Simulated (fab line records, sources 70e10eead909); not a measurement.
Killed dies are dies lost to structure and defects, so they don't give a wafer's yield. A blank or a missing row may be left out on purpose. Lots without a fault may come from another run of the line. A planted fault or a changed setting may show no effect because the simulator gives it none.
Which tool did it? | flow nand_harc | 15 lots, 45 wafers sampled, at 1 step of a route of 1302

WHAT THE GAUGES READ, wafer by wafer
NHARC_P_M1_CD_MEAS_09: target cd 130 nm. Usual: cd_nm 130.1 nm, standard deviation 0.53.
lot  | measured     | on        | cd_nm (nm)        | flag
L183 | day 6 20:34  | cd_sem-02 | 130.6 129.9 130.4 |
L182 | day 6 21:02  | cd_sem-03 | 130.7 130.2 129.9 |
L186 | day 8 01:55  | cd_sem-02 | 129.4 129.7 130.7 |
L187 | day 8 16:22  | cd_sem-02 | 130.1 129.8 130.3 |
L188 | day 9 08:29  | cd_sem-02 | 129.8 130.6 129.0 |
L189 | day 9 19:46  | cd_sem-03 | 129.9 129.7 130.2 |
L190 | day 10 00:32 | cd_sem-02 | 130.4 130.4 130.2 |
L192 | day 10 15:13 | cd_sem-02 | 130.2 130.6 130.5 |
L191 | day 10 17:12 | cd_sem-03 | 130.3 130.0 130.3 |
L193 | day 11 03:10 | cd_sem-02 | 130.3 130.1 130.7 |
L194 | day 11 12:49 | cd_sem-01 | 130.2 130.3 131.0 |
L197 | day 12 20:59 | cd_sem-02 | 130.2 130.0 130.1 |
L198 | day 13 11:28 | cd_sem-03 | 130.2 129.4 129.5 |
L199 | day 13 13:03 | cd_sem-03 | 129.6 129.4 129.0 |
L201 | day 14 17:01 | cd_sem-03 | 130.3 130.0 130.4 |

WHICH TOOL RAN EACH LOT (tool, then ch and the chambers of the sampled wafers, then the start)
The record holds no process step before these readings.

WHAT THE TOOLS THEMSELVES READ (means of the sampled wafers that have a number; where no wafer has one, the mark that the record gives instead)
The record holds no such reading with a usual standard deviation.

THE ANSWER, worked out from the rows above alone
Rule: a lot is off if the mean of its wafers that have a number lies more than 3 standard deviations from the usual mean. A lot without any number at a reading at which 4 lots or more have one is off too. The other lots that the step has rows for count as sound. The gauges are gone through in route order, then the tools' own readings, and for those a lot's mean is taken as printed above. The first step at which some lot is off is used, and at that step the reading that is off furthest; a lot without a number counts as furthest.
No lot is off at any reading shown: from this, nothing can be told.

WHAT THE SIMULATOR HAD PUT IN
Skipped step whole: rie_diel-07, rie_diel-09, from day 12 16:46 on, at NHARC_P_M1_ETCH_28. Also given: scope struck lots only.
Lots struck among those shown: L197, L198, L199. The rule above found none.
